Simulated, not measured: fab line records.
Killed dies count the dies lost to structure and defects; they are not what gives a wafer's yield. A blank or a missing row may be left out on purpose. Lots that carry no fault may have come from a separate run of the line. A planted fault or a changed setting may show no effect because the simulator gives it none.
What tool caused it?	flow n5 finfet	72 wafers from 24 lots sampled at 6 of the route's 1938 steps

WHAT THE GAUGES READ, wafer by wafer
The record lacks any reading of a measuring or inspecting step that a usual standard deviation could be used to judge.

EACH LOT AND THE TOOL THAT RAN IT (in order: tool; ch and the chambers of the sampled wafers; start)
lot	N5_GATE_CUT_VAPOR_ETCH_48	N5_GATE_CUT_CMP_61	N5_MOL_CONTACT_COAG_ETCH_59	N5_MOL_CONTACT_COAG_STRIP_98	N5_MOL_CONTACT_COAG_PRE_CLEAN_142	N5_MOL_CONTACT_COAG_ALD_123
L074	rie metal-03 ch 0,1, day 4 18:36	cmp-01 ch 1,2,3, day 4 21:46	rie diel-01 ch 0,1,2, day 4 22:46	rie diel-01 ch 0,1,2, day 4 23:04	pvd sputter-01, day 5 07:19	ald sin-01 ch 0,2, day 5 10:17
L075	rie metal-01 ch 0,1, day 5 00:48	cmp-04 ch 0,1, day 5 03:23	rie diel-06 ch 0,2,3, day 5 04:11	rie diel-06 ch 0,2,3, day 5 04:28	pvd sputter-03, day 5 11:44	ald sin-02 ch 0,3, day 5 15:23
L076	rie metal-01 ch 0,1, day 5 02:07	cmp-01 ch 0,3, day 5 05:11	rie diel-01 ch 0,2, day 5 05:58	rie diel-01 ch 0,2, day 5 06:15	pvd sputter-03, day 5 11:54	ald sin-02 ch 1,2,3, day 5 15:52
L078	rie metal-01 ch 0,1, day 5 15:16	cmp-04 ch 0,2,3, day 5 17:51	rie diel-03 ch 0,1,3, day 5 18:57	rie diel-03 ch 0,1,3, day 5 19:14	pvd sputter-02, day 6 01:47	ald sin-02 ch 1,3, day 6 04:53
L077	rie metal-03 ch 0,1, day 5 16:49	cmp-01 ch 0,2,3, day 5 19:26	rie diel-01 ch 1,2, day 5 20:12	rie diel-01 ch 1,2, day 5 20:30	pvd sputter-01, day 6 02:10	ald sin-03 ch 0,2,3, day 6 05:16
L079	rie metal-01 ch 0, day 6 01:49	cmp-04 ch 1,2,3, day 6 04:22	rie diel-03 ch 0,1,2, day 6 05:14	rie diel-03 ch 0,1,2, day 6 05:32	pvd sputter-01, day 6 11:13	ald sin-03 ch 0,3, day 6 14:17
L080	rie metal-01 ch 0,1, day 6 03:20	cmp-04 ch 2,3, day 6 06:00	rie diel-01 ch 0,2,3, day 6 06:49	rie diel-01 ch 0,2,3, day 6 07:06	pvd sputter-01, day 6 11:45	ald sin-03 ch 0,1,3, day 6 14:53
L081	rie metal-01 ch 0,1, day 6 09:18	cmp-04 ch 0,1,3, day 6 11:53	rie diel-01 ch 0,2, day 6 12:33	rie diel-01 ch 0,2, day 6 12:50	pvd sputter-02, day 6 19:52	ald sin-03 ch 0,1,3, day 6 22:50
L082	rie metal-01 ch 0,1, day 6 13:59	cmp-04 ch 0,2,3, day 6 16:37	rie diel-03 ch 1,3, day 6 17:25	rie diel-03 ch 1,3, day 6 17:42	pvd sputter-02, day 7 00:45	ald sin-01 ch 2,3, day 7 04:12
L083	rie metal-01 ch 0,1, day 6 21:51	cmp-01 ch 0,1,2, day 7 00:28	rie diel-01 ch 0,1, day 7 02:08	rie diel-01 ch 0,1, day 7 02:25	pvd sputter-01, day 7 07:15	ald sin-03 ch 0,1,2, day 7 10:25
L084	rie metal-03 ch 1, day 7 03:29	cmp-04 ch 1,2,3, day 7 06:07	rie diel-01 ch 0,1,2, day 7 06:50	rie diel-01 ch 0,1,2, day 7 07:08	pvd sputter-03, day 7 14:50	ald sin-02 ch 0,1,3, day 7 17:48
L085	rie metal-03 ch 0,1, day 7 10:28	cmp-04 ch 0,1,3, day 7 13:07	rie diel-01 ch 0,1, day 7 13:50	rie diel-01 ch 0,1, day 7 14:08	pvd sputter-02, day 7 21:00	ald sin-01 ch 0,1,3, day 7 23:58
L086	rie metal-03 ch 0,1, day 7 12:43	cmp-04 ch 1,2,3, day 7 15:17	rie diel-03 ch 0,1,2, day 7 15:58	rie diel-03 ch 0,1,2, day 7 16:16	pvd sputter-01, day 7 21:15	ald sin-03 ch 0,1,3, day 8 00:23
L087	rie metal-02 ch 0,1, day 7 15:46	cmp-03 ch 0,3, day 7 18:19	rie diel-01 ch 0,2,3, day 7 19:07	rie diel-01 ch 0,2,3, day 7 19:25	pvd sputter-03, day 8 01:23	ald sin-02 ch 0,1, day 8 04:26
L088	rie metal-02 ch 0,1, day 8 00:46	cmp-04 ch 0,2,3, day 8 03:20	rie diel-06 ch 0,1,3, day 8 04:10	rie diel-06 ch 0,1,3, day 8 04:28	pvd sputter-01, day 8 12:13	ald sin-02 ch 0,1,2, day 8 15:25
L089	rie metal-03 ch 1, day 8 08:45	cmp-04 ch 1,2,3, day 8 11:20	rie diel-01 ch 0,1, day 8 12:11	rie diel-01 ch 0,1, day 8 12:29	pvd sputter-03, day 8 19:04	ald sin-02 ch 0,3, day 8 22:05
L090	rie metal-02 ch 0,1, day 8 11:38	cmp-04 ch 1,2, day 8 14:11	rie diel-03 ch 0,2,3, day 8 15:00	rie diel-03 ch 0,2,3, day 8 15:17	pvd sputter-03, day 8 23:23	ald sin-03 ch 0,1,3, day 9 03:22
L091	rie metal-01 ch 0,1, day 8 20:42	cmp-01 ch 0,2,3, day 9 01:25	rie diel-03 ch 2,3, day 9 02:02	rie diel-03 ch 2,3, day 9 02:20	pvd sputter-03, day 9 05:20	ald sin-02 ch 1,2, day 9 08:46
L092	rie metal-01 ch 1, day 9 03:22	cmp-04 ch 1,2,3, day 9 05:57	rie diel-03 ch 0,2,3, day 9 07:43	rie diel-03 ch 0,2,3, day 9 08:00	pvd sputter-01, day 9 13:22	ald sin-01 ch 0,2,3, day 9 16:37
L093	rie metal-02 ch 0,1, day 9 10:31	cmp-03 ch 1,3, day 9 13:07	rie diel-03 ch 1,2,3, day 9 13:46	rie diel-03 ch 1,2,3, day 9 14:04	pvd sputter-02, day 9 19:19	ald sin-02 ch 0,2, day 9 22:17
L094	rie metal-02 ch 0,1, day 9 13:22	cmp-04 ch 2,3, day 9 15:58	rie diel-03 ch 2,3, day 9 16:45	rie diel-03 ch 2,3, day 9 17:03	pvd sputter-02, day 10 02:13	ald sin-03 ch 0,1,3, day 10 06:27
L095	rie metal-03 ch 0,1, day 9 21:05	cmp-04 ch 1,2, day 9 23:44	rie diel-01 ch 0,1,2, day 10 00:33	rie diel-01 ch 0,1,2, day 10 00:50	pvd sputter-02, day 10 05:40	ald sin-01 ch 0,2,3, day 10 08:40
L096	rie metal-02 ch 1, day 10 02:41	cmp-04 ch 0,3, day 10 05:14	rie diel-01 ch 1,2, day 10 06:03	rie diel-01 ch 1,2, day 10 06:20	pvd sputter-03, day 10 11:19	ald sin-02 ch 1,3, day 10 14:17
L097	rie metal-02 ch 0,1, day 10 09:20	cmp-04 ch 0,1,2, day 10 11:57	rie diel-06 ch 0,1, day 10 12:37	rie diel-06 ch 0,1, day 10 12:55	pvd sputter-03, day 10 17:51	ald sin-03 ch 1,2,3, day 10 21:19
- N5_GATE_CUT_VAPOR_ETCH_48: etches TiN in BCl3/Cl2.
- N5_GATE_CUT_CMP_61: polishes, stops on SiNx, t overpolish 3 s.
- N5_MOL_CONTACT_COAG_ETCH_59: etches underlayer in N2/H2, target depth 13 nm, time 10.4 s.
- N5_MOL_CONTACT_COAG_STRIP_98: strips in N2/H2.
- N5_MOL_CONTACT_COAG_PRE_CLEAN_142: time 60 s.
- N5_MOL_CONTACT_COAG_ALD_123: deposits SiNx, target thk 5 nm, pulse time 1 s, purge time 2 s.

AS READ BY THE TOOLS THEMSELVES (means over the sampled wafers that have a number; for cases with no such wafer, the mark the record gives instead)
N5_GATE_CUT_VAPOR_ETCH_48.
lot	tool	drypump motor current A (A)	oes product au (a.u.)
L074	rie metal-03	6.0	0.81
L075	rie metal-01	5.6	0.90
L076	rie metal-01	5.6	0.90
L078	rie metal-01	5.6	0.90
L077	rie metal-03	6.1	0.74
L079	rie metal-01	5.8	0.95
L080	rie metal-01	5.4	0.83
L081	rie metal-01	5.4	0.83
L082	rie metal-01	5.5	0.82
L083	rie metal-01	5.5	0.82
L084	rie metal-03	5.9	0.85
L085	rie metal-03	6.0	0.78
L086	rie metal-03	6.0	0.78
L087	rie metal-02	6.4	0.73
L088	rie metal-02	6.4	0.73
L089	rie metal-03	6.0	0.84
L090	rie metal-02	6.4	0.72
L091	rie metal-01	5.6	0.86
L092	rie metal-01	5.3	0.77
L093	rie metal-02	6.4	0.73
L094	rie metal-02	6.4	0.74
L095	rie metal-03	6.0	0.78
L096	rie metal-02	6.3	0.75
L097	rie metal-02	6.4	0.73

N5_GATE_CUT_CMP_61.
lot	tool	edge zone pressure frac	motor current A (A)
L074	cmp-01	1.003	11.9
L075	cmp-04	1.000	11.7
L076	cmp-01	0.998	12.0
L078	cmp-04	1.008	11.4
L077	cmp-01	1.001	11.4
L079	cmp-04	1.001	10.4
L080	cmp-04	0.999	10.0
L081	cmp-04	0.999	11.8
L082	cmp-04	1.002	11.2
L083	cmp-01	0.998	11.1
L084	cmp-04	0.998	10.5
L085	cmp-04	1.001	11.3
L086	cmp-04	0.998	10.7
L087	cmp-03	1.001	13.1
L088	cmp-04	1.003	11.5
L089	cmp-04	1.001	10.5
L090	cmp-04	1.001	10.3
L091	cmp-01	0.997	11.1
L092	cmp-04	1.001	10.3
L093	cmp-03	1.003	14.6
L094	cmp-04	1.001	10.3
L095	cmp-04	0.995	10.3
L096	cmp-04	0.997	12.1
L097	cmp-04	1.001	11.3

N5_MOL_CONTACT_COAG_ETCH_59.
lot	tool	drypump motor current A (A)	etch rf on time s (s)	n2 flow sccm (sccm)	oes product au (a.u.)	rf vpp V (V)	showerhead plenum p Torr (Torr)	throttle valve pct (%)
L074	rie diel-01	5.6	10.32	200.5	0.73	524.5	2.58	17.9
L075	rie diel-06	6.0	10.13	199.1	0.70	524.3	2.56	17.8
L076	rie diel-01	5.6	10.27	199.4	0.77	524.3	2.56	18.2
L078	rie diel-03	5.6	10.59	199.7	0.68	524.7	2.58	17.9
L077	rie diel-01	5.7	10.23	200.7	0.67	525.9	2.63	17.9
L079	rie diel-03	5.8	10.32	200.1	0.71	527.1	2.67	17.8
L080	rie diel-01	5.8	10.46	200.7	0.67	523.5	2.55	18.1
L081	rie diel-01	5.6	10.37	199.3	0.73	523.6	2.55	18.2
L082	rie diel-03	5.6	10.65	200.3	0.72	526.3	2.60	17.6
L083	rie diel-01	5.5	10.25	199.9	0.75	523.1	2.52	18.0
L084	rie diel-01	5.6	10.36	200.2	0.70	523.9	2.57	18.0
L085	rie diel-01	5.5	10.25	200.5	0.73	523.6	2.54	17.7
L086	rie diel-03	5.8	10.47	200.2	0.69	527.8	2.66	17.8
L087	rie diel-01	5.8	10.27	199.7	0.74	524.1	2.55	17.9
L088	rie diel-06	5.7	10.22	200.2	0.70	523.3	2.53	17.9
L089	rie diel-01	5.5	10.25	199.8	0.74	523.0	2.51	18.0
L090	rie diel-03	5.6	10.61	200.1	0.63	525.1	2.57	18.0
L091	rie diel-03	5.5	10.52	200.2	0.65	524.5	2.58	17.9
L092	rie diel-03	5.6	10.62	200.0	0.62	523.4	2.56	18.0
L093	rie diel-03	5.5	10.64	200.5	0.67	525.6	2.59	17.8
L094	rie diel-03	5.5	10.47	200.4	0.65	525.6	2.57	17.9
L095	rie diel-01	5.6	10.28	199.9	0.68	525.1	2.56	18.0
L096	rie diel-01	5.8	10.45	199.8	0.64	525.9	2.61	18.0
L097	rie diel-06	5.7	10.38	199.3	0.66	523.2	2.52	18.0

N5_MOL_CONTACT_COAG_STRIP_98.
lot	tool	drypump motor current A (A)	n2 flow sccm (sccm)	oes product au (a.u.)	rf vpp V (V)	showerhead plenum p Torr (Torr)	throttle valve pct (%)
L074	rie diel-01	5.6	299.0	0.86	55.8	3.41	19.2
L075	rie diel-06	6.0	299.3	0.80	55.0	3.38	18.8
L076	rie diel-01	5.6	299.7	0.90	55.5	3.37	19.6
L078	rie diel-03	5.6	299.0	0.80	55.1	3.41	18.9
L077	rie diel-01	5.8	299.8	0.77	53.4	3.46	19.1
L079	rie diel-03	5.8	299.7	0.83	55.3	3.52	18.9
L080	rie diel-01	5.8	300.0	0.79	55.8	3.37	19.3
L081	rie diel-01	5.6	301.2	0.87	54.0	3.37	19.5
L082	rie diel-03	5.6	301.1	0.86	54.1	3.44	18.5
L083	rie diel-01	5.5	299.9	0.89	54.3	3.33	19.2
L084	rie diel-01	5.6	299.7	0.83	54.8	3.39	19.2
L085	rie diel-01	5.5	300.5	0.85	55.3	3.35	18.8
L086	rie diel-03	5.8	299.9	0.81	56.9	3.51	18.9
L087	rie diel-01	5.8	300.2	0.87	52.6	3.36	19.1
L088	rie diel-06	5.7	300.2	0.82	53.2	3.34	19.0
L089	rie diel-01	5.5	300.0	0.86	53.6	3.32	19.3
L090	rie diel-03	5.6	300.0	0.73	54.7	3.38	19.1
L091	rie diel-03	5.5	300.2	0.76	54.9	3.41	18.9
L092	rie diel-03	5.6	300.0	0.73	54.2	3.38	19.1
L093	rie diel-03	5.5	299.6	0.79	53.8	3.41	18.7
L094	rie diel-03	5.5	300.4	0.76	54.6	3.40	18.9
L095	rie diel-01	5.6	300.0	0.79	54.8	3.38	19.2
L096	rie diel-01	5.8	300.7	0.75	56.0	3.44	19.1
L097	rie diel-06	5.8	299.9	0.78	53.3	3.32	19.0

N5_MOL_CONTACT_COAG_PRE_CLEAN_142.
lot	tool	heater power w (W)
L074	pvd sputter-01	411
L075	pvd sputter-03	477
L076	pvd sputter-03	468
L078	pvd sputter-02	450
L077	pvd sputter-01	405
L079	pvd sputter-01	425
L080	pvd sputter-01	397
L081	pvd sputter-02	445
L082	pvd sputter-02	444
L083	pvd sputter-01	424
L084	pvd sputter-03	457
L085	pvd sputter-02	468
L086	pvd sputter-01	403
L087	pvd sputter-03	437
L088	pvd sputter-01	419
L089	pvd sputter-03	422
L090	pvd sputter-03	443
L091	pvd sputter-03	422
L092	pvd sputter-01	404
L093	pvd sputter-02	477
L094	pvd sputter-02	440
L095	pvd sputter-02	434
L096	pvd sputter-03	432
L097	pvd sputter-03	433

N5_MOL_CONTACT_COAG_ALD_123.
lot	tool	heater power w (W)	precursor pulse height rel
L074	ald sin-01	808	1.008
L075	ald sin-02	877	0.987
L076	ald sin-02	758	1.009
L078	ald sin-02	705	1.004
L077	ald sin-03	826	1.017
L079	ald sin-03	857	0.980
L080	ald sin-03	848	1.003
L081	ald sin-03	841	0.982
L082	ald sin-01	803	0.993
L083	ald sin-03	869	1.003
L084	ald sin-02	803	1.004
L085	ald sin-01	840	1.009
L086	ald sin-03	842	1.004
L087	ald sin-02	845	0.986
L088	ald sin-02	881	0.999
L089	ald sin-02	875	0.990
L090	ald sin-03	823	0.994
L091	ald sin-02	821	1.002
L092	ald sin-01	816	1.011
L093	ald sin-02	898	1.012
L094	ald sin-03	820	0.988
L095	ald sin-01	816	1.002
L096	ald sin-02	740	1.000
L097	ald sin-03	788	1.006

THE ANSWER, worked out from the rows above alone
Rule: the usual values come from the lots themselves. The widest of any qualifying gaps counts: lots, ordered by their means at a reading, are off when they make up no more than a third of the lots, leave a main group of 4 or more, and stand apart from it by 3 or more times the standard deviation of that group's means. If all means in a main group match to the digits the tables above print for the reading, that group is not used. Also off: a lot with no number at a reading for which 4 or more lots have one. All remaining lots with rows at the step are treated as sound. The gauges are gone through in route order, then the tools' own readings, and for those a lot's mean is taken as printed above. At the first step where some lot is off, the reading lying furthest off is the one used; lots without a number count as furthest.
Across all readings shown, no lot is off: no conclusion can be drawn from this.

WHAT THE SIMULATOR HAD INSERTED
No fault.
